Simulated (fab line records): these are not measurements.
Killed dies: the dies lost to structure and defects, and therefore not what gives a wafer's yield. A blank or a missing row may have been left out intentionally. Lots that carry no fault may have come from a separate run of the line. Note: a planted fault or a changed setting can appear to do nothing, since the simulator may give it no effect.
fab line records	flow n5-finfet	part 2 of 2: steps 4 to 6 of 6
record: lots: 21	wafers: 63	last-day: 18
route steps=1938 shown MOL_CONTACT_COAG@587 BEOL_M0_SAQP@633
lots that met no fault: from a run of the same line without faults
start-h: start of the lot's first displayed wafer, in hours after the record's first day	wait-h: how many hours have passed since the lot's step before this one	" repeats the value in the row above	L1.1+2: several wafers, shown together as one row	- no value present, or no start provided	* or withheld: withheld	< > ~ a bound
route shown NAME@n: names a module that has steps shown in the file, with the first one's number in the route	usual: mean/standard deviation taken from wafers without a fault	same: alike in all rows	chamber/n: place in a boat	sites: per-site readings	_std_site: standard deviation of those values	_edge_site: the outer-site mean with the inner-site mean subtracted	radius-mm: how far each site lies from the wafer's centre	mask NAME#n: copy n	behind: the tool/chamber that last shaped the wafer	hold: what put the lot on hold/how long, in hours/how the hold closed	device: names the non-switching transistor (n, p or np)	end of line: the tests these same wafers got at the end of their route	step lacking rows: just its recipe	killed: not the wafer's yield, but the dies lost to structure and defects at the first sort	map: per-die view of a wafer (x killed, . not killed, _ where there is no die)
set.NAME: setting as actually run; set.NAME@STEP: the setting as run at that earlier step	model.NAME: the simulator's own value behind a step, which no gauge read
the route's steps for a sample of lots (tables are steps, rows are wafers)
services: a tool's chamber out of use, with start hour (start-h, from the record's first day; less than 0 if before it), hours out, and reason
== steps ==
step: N5_BEOL_M0_SAQP_DESCUM_19
recipe: chemistry: O2	time-s: 7.9	source-power-w: 50	bias-power-w: 20	pressure-mtorr: 20	rf-frequency-hz: 2.712e+07	temp-c: 40	resist: CAR-ArF	o2-flow-sccm: 225
usual: chamber-pressure-mTorr: 20.000/0.018	drypump-motor-current-A: 5.6/0.63	oes-product-au: 0.75/0.072	rf-vpp-V: 243.4/1.3	showerhead-plenum-p-Torr: 2.11/0.065	throttle-valve-pct: 20.49/0.26
lot.wafer	tool	chamber	start-h	wait-h	chamber-pressure-mTorr	drypump-motor-current-A	oes-product-au	rf-hours-counter-h	rf-vpp-V	showerhead-plenum-p-Torr	throttle-valve-pct
L075.2	rie-diel-06	1	117.54	0.0	19.999	5.4	0.74	171	242.5	2.08	20.49
L075.4	"	0	"	"	19.985	6.4	0.86	54	244.3	2.21	20.07
L075.5	"	1	"	"	19.991	5.4	0.73	-	242.6	2.08	20.48
L076.3	rie-diel-06	0	120.88	0.0	20.012	6.4	0.85	54	245.9	2.21	20.08
L076.4	"	3	"	"	19.993	5.5	0.75	157	243.7	2.07	20.34
L076.6	"	1	"	"	20.039	5.4	0.73	-	243.2	2.08	20.49
L077.2	rie-diel-01	3	129.47	0.1	20.001	4.7	0.73	209	242.3	2.09	20.84
L077.4	"	2	"	"	19.988	5.6	0.79	133	242.6	2.10	20.67
L077.5	"	2	"	"	20.044	5.5	0.78	-	244.4	2.11	20.69
L078.1	rie-diel-01	0	133.66	0.5	19.996	5.0	0.79	143	244.9	2.19	20.71
L078.3	"	1	"	"	20.004	5.2	0.69	211	244.2	2.15	20.27
L078.5	"	1	"	"	20.022	5.2	0.70	-	243.6	2.15	20.29
L079.1	rie-diel-05	3	139.74	0.0	19.993	4.9	0.97	6	245.5	2.23	20.41
L079.2	"	2	"	"	19.972	5.3	0.71	198	247.0	2.15	20.41
L079.6	"	2	"	"	20.016	5.3	0.71	-	244.9	2.15	20.41
L080.2	rie-diel-06	0	144.91	0.0	19.983	6.4	0.83	64	245.8	2.20	20.08
L080.3	"	3	"	"	20.007	5.4	0.74	168	243.7	2.07	20.36
L080.4	"	3	"	"	19.994	5.4	0.74	-	242.6	2.07	20.35
L082.2	rie-diel-06	3	151.59	0.0	19.960	5.4	0.74	171	242.7	2.07	20.37
L082.3	"	0	"	"	19.993	6.4	0.84	67	244.0	2.20	20.10
L082.4	"	1	"	"	20.009	5.4	0.74	182	242.5	2.08	20.51
L081.2	rie-diel-06	0	157.43	0.0	19.995	6.4	0.84	69	244.3	2.20	20.08
L081.3	"	3	"	"	19.977	5.5	0.74	173	242.0	2.07	20.39
L081.5	"	2	"	"	19.992	6.5	0.93	-	242.7	2.05	20.00
L083.1	rie-diel-01	1	161.04	0.0	20.005	5.2	0.69	220	244.1	2.14	20.30
L083.2	"	3	"	"	20.009	4.7	0.71	219	241.8	2.09	20.87
L083.4	"	2	"	"	19.989	5.6	0.76	143	243.0	2.10	20.71
L084.1	rie-diel-01	3	167.26	0.0	20.015	4.7	0.70	221	244.8	2.09	20.86
L084.2	"	2	"	"	20.014	5.5	0.76	145	242.1	2.10	20.71
L084.4	"	1	"	"	19.995	5.2	0.68	222	244.1	2.14	20.28
L085.2	rie-diel-05	0	234.86	0.2	19.995	6.7	0.68	224	241.2	1.97	20.77
L085.4	"	1	"	"	20.034	6.7	0.72	180	242.2	1.98	20.51
L085.6	"	1	"	"	20.001	6.7	0.72	-	241.4	1.98	20.48
L088.2	rie-diel-01	0	234.90	0.3	19.986	5.0	0.76	176	243.9	2.18	20.74
L088.3	"	2	"	"	19.971	5.6	0.75	167	243.7	2.09	20.75
L088.5	"	1	"	"	19.972	5.2	0.67	-	243.3	2.14	20.33
L095.2	rie-diel-06	0	235.22	0.5	19.995	6.4	0.80	85	246.2	2.19	20.12
L095.5	"	3	"	"	20.003	5.5	0.73	-	241.8	2.06	20.39
L095.6	"	0	"	"	20.025	6.4	0.82	-	245.9	2.19	20.12
L094.3	rie-diel-01	0	235.39	0.5	20.026	5.0	0.76	176	244.5	2.18	20.75
L094.4	"	1	"	"	19.971	5.2	0.67	244	243.7	2.13	20.32
L094.5	"	1	"	"	19.973	5.2	0.67	-	243.2	2.13	20.34
L090.1	rie-diel-06	0	235.47	0.5	20.003	6.4	0.82	85	245.0	2.19	20.12
L090.3	"	2	"	"	19.990	6.5	0.88	18	241.9	2.04	20.03
L090.6	"	1	"	"	19.997	5.4	0.72	-	242.1	2.07	20.54
L091.1	rie-diel-01	0	235.69	0.4	20.028	5.0	0.76	176	244.2	2.17	20.77
L091.2	"	1	"	"	20.024	5.2	0.66	245	243.9	2.13	20.31
L091.3	"	3	"	"	19.959	4.7	0.68	244	242.4	2.08	20.90
L092.2	rie-diel-01	3	235.94	0.5	19.980	4.7	0.68	244	242.2	2.08	20.90
L092.4	"	1	"	"	19.987	5.2	0.66	245	243.8	2.14	20.32
L092.6	"	0	"	"	20.010	5.0	0.76	-	243.8	2.18	20.76
L087.1	rie-diel-01	0	236.24	0.6	20.022	5.0	0.77	177	244.2	2.18	20.76
L087.2	"	1	"	"	19.969	5.2	0.67	245	244.6	2.14	20.32
L087.3	"	2	"	"	20.007	5.6	0.76	168	243.0	2.09	20.74
L093.2	rie-diel-05	1	236.36	0.6	19.973	6.7	0.71	180	241.0	1.98	20.50
L093.3	"	3	"	"	20.019	4.9	0.89	38	245.6	2.22	20.44
L093.6	"	1	"	"	19.991	6.7	0.71	-	242.5	1.98	20.50
L086.3	rie-diel-06	3	236.88	0.9	20.000	5.4	0.73	187	242.9	2.06	20.40
L086.4	"	1	"	"	20.006	5.4	0.72	201	241.9	2.07	20.54
L086.5	"	2	"	"	20.014	6.5	0.89	-	243.3	2.04	20.02
L096.1	rie-diel-06	1	237.47	0.1	20.023	5.4	0.72	201	243.2	2.07	20.54
L096.4	"	2	"	"	19.979	6.5	0.89	19	242.4	2.04	20.03
L096.5	"	2	"	"	19.993	6.5	0.88	-	242.4	2.04	20.02
step: N5_BEOL_M0_SAQP_RECESS_114
recipe: chemistry: HF/NH3	target: SiO2	target-depth-a: 144	afs-cycles: 3	temp-c: 30	sublimation-temp-c: 180	sublimation-time-s: 60
usual: drypump-motor-current-A: 6.0/0.51
same: afs-cycles: 3
lot.wafer	tool	chamber	start-h	wait-h	drypump-motor-current-A
L075.2	vapor-etch-01	1	118.25	0.0	6.1
L075.4	"	1	"	"	6.1
L075.5	"	1	"	"	6.1
L076.3	vapor-etch-01	0	121.51	0.1	6.1
L076.4	"	1	"	"	6.0
L076.6	"	1	"	"	6.0
L077.2	vapor-etch-02	0	129.98	0.0	5.1
L077.4	"	0	"	"	5.1
L077.5	"	1	"	"	6.6
L078.1	vapor-etch-02	0	134.28	0.0	5.1
L078.3	"	0	"	"	5.1
L078.5	"	1	"	"	6.6
L079.1	vapor-etch-01	0	140.24	0.0	6.1
L079.2	"	1	"	"	6.0
L079.6	"	1	"	"	6.0
L080.2	vapor-etch-01	1	145.48	0.0	6.1
L080.3	"	0	"	"	6.1
L080.4	"	1	"	"	6.1
L082.2	vapor-etch-01	1	152.13	0.0	6.1
L082.3	"	0	"	"	6.1
L082.4	"	1	"	"	6.1
L081.2	vapor-etch-02	0	157.93	0.0	5.1
L081.3	"	0	"	"	5.1
L081.5	"	1	"	"	6.6
L083.1	vapor-etch-01	0	161.60	0.0	6.1
L083.2	"	1	"	"	6.1
L083.4	"	0	"	"	6.1
L084.1	vapor-etch-02	0	167.86	0.0	5.1
L084.2	"	1	"	"	6.6
L084.4	"	1	"	"	6.6
L085.2	vapor-etch-02	1	235.51	0.0	6.6
L085.4	"	0	"	"	5.1
L085.6	"	1	"	"	6.6
L088.2	vapor-etch-01	0	235.52	0.0	6.1
L088.3	"	1	"	"	6.0
L088.5	"	0	"	"	6.1
L095.2	vapor-etch-02	1	235.87	0.1	6.6
L095.5	"	0	"	"	5.1
L095.6	"	1	"	"	6.6
L094.3	vapor-etch-01	1	236.06	0.1	6.1
L094.4	"	0	"	"	6.1
L094.5	"	0	"	"	6.1
L090.1	vapor-etch-01	1	236.30	0.3	6.0
L090.3	"	0	"	"	6.1
L090.6	"	1	"	"	6.1
L091.1	vapor-etch-02	0	236.59	0.3	5.1
L091.2	"	1	"	"	6.6
L091.3	"	1	"	"	6.6
L092.2	vapor-etch-01	1	236.66	0.2	6.1
L092.4	"	0	"	"	6.1
L092.6	"	0	"	"	6.1
L087.1	vapor-etch-02	0	236.95	0.2	5.1
L087.2	"	1	"	"	6.6
L087.3	"	1	"	"	6.6
L093.2	vapor-etch-01	1	237.02	0.2	6.0
L093.3	"	1	"	"	6.0
L093.6	"	0	"	"	6.1
L086.3	vapor-etch-01	1	237.86	0.4	6.1
L086.4	"	0	"	"	6.1
L086.5	"	1	"	"	6.1
L096.1	vapor-etch-01	0	238.46	0.5	6.1
L096.4	"	0	"	"	6.1
L096.5	"	0	"	"	6.1
step: N5_BEOL_M0_SAQP_RECESS_104
recipe: chemistry: HF/NH3	target: SiO2	target-depth-a: 180	afs-cycles: 3	temp-c: 30	sublimation-temp-c: 180	sublimation-time-s: 60
usual: drypump-motor-current-A: 5.9/0.63
same: afs-cycles: 3
lot.wafer	tool	chamber	start-h	wait-h	drypump-motor-current-A
L075.2	vapor-etch-01	1	120.35	0.1	6.1
L075.4	"	0	"	"	6.1
L075.5	"	0	"	"	6.1
L076.3	vapor-etch-02	1	122.84	0.2	6.6
L076.4	"	0	"	"	5.1
L076.6	"	1	"	"	6.6
L077.2	vapor-etch-01	0	131.32	0.1	6.1
L077.4	"	1	"	"	6.1
L077.5	"	1	"	"	6.1
L078.1	vapor-etch-02	0	136.27	0.1	5.1
L078.3	"	0	"	"	5.1
L078.5	"	0	"	"	5.1
L079.1	vapor-etch-02	0	142.19	0.1	5.1
L079.2	"	1	"	"	6.6
L079.6	"	0	"	"	5.1
L080.2	vapor-etch-02	0	147.09	0.1	5.1
L080.3	"	1	"	"	6.6
L080.4	"	0	"	"	5.1
L082.2	vapor-etch-02	0	153.44	0.1	5.1
L082.3	"	0	"	"	5.1
L082.4	"	1	"	"	6.6
L081.2	vapor-etch-01	1	159.33	0.1	6.1
L081.3	"	1	"	"	6.1
L081.5	"	0	"	"	6.1
L083.1	vapor-etch-01	1	162.97	0.1	6.1
L083.2	"	0	"	"	6.1
L083.4	"	1	"	"	6.1
L084.1	vapor-etch-02	1	169.19	0.1	6.6
L084.2	"	0	"	"	5.1
L084.4	"	1	"	"	6.6
L085.2	vapor-etch-02	0	237.31	0.3	5.1
L085.4	"	0	"	"	5.1
L085.6	"	1	"	"	6.6
L088.2	vapor-etch-01	1	237.38	0.3	6.1
L088.3	"	1	"	"	6.0
L088.5	"	0	"	"	6.1
L095.2	vapor-etch-02	0	237.67	0.3	5.1
L095.5	"	0	"	"	5.1
L095.6	"	1	"	"	6.6
L094.3	vapor-etch-02	1	238.21	0.5	6.6
L094.4	"	0	"	"	5.1
L094.5	"	0	"	"	5.1
L090.1	vapor-etch-02	0	238.69	0.5	5.1
L090.3	"	1	"	"	6.6
L090.6	"	0	"	"	5.1
L091.1	vapor-etch-02	1	239.17	0.7	6.6
L091.2	"	0	"	"	5.1
L091.3	"	1	"	"	6.6
L092.2	vapor-etch-02	0	239.53	0.9	5.1
L092.4	"	0	"	"	5.1
L092.6	"	0	"	"	5.1
L087.1	vapor-etch-02	1	240.13	1.2	6.6
L087.2	"	0	"	"	5.1
L087.3	"	1	"	"	6.6
L093.2	vapor-etch-01	1	240.41	1.2	6.1
L093.3	"	0	"	"	6.1
L093.6	"	0	"	"	6.1
L086.3	vapor-etch-02	1	240.73	1.3	6.6
L086.4	"	0	"	"	5.1
L086.5	"	0	"	"	5.1
L096.1	vapor-etch-01	1	240.89	1.0	6.1
L096.4	"	0	"	"	6.1
L096.5	"	0	"	"	6.1
== services ==
tool	chamber	start-h	hours	kind
vapor-etch-02	1	95.42	14.7	repair
rie-diel-04	1	98.25	7.9	repair
rie-diel-04	-	101.94	0.2	repair
rie-diel-03	2	103.38	6.4	repair
rie-diel-03	0	107.48	11.9	repair
rie-diel-04	0	111.02	1.2	repair
rie-diel-06	2	128.02	-	clean
pecvd-04	0	128.16	4.9	repair
rie-diel-02	1	132.22	-	clean
rie-diel-02	1	132.22	-	consumable-replace:focus-ring
rie-diel-02	1	132.22	-	consumable-replace:showerhead
rie-diel-02	1	132.22	12.2	scheduled-down
rie-diel-02	1	132.22	12.2	vent-cycle
pecvd-01	-	157.17	2.1	repair
rie-diel-02	1	162.01	21.4	repair
rie-diel-05	2	167.42	14.2	repair
rie-diel-06	-	168.33	28.1	pm
rie-diel-02	3	179.16	26.0	repair
rie-diel-04	-	181.13	14.6	pm
rie-diel-03	0	229.05	-	clean
rie-diel-03	0	229.05	-	consumable-replace:focus-ring
rie-diel-03	0	229.05	-	consumable-replace:showerhead
rie-diel-03	0	229.05	21.1	scheduled-down
rie-diel-03	0	229.05	21.1	vent-cycle
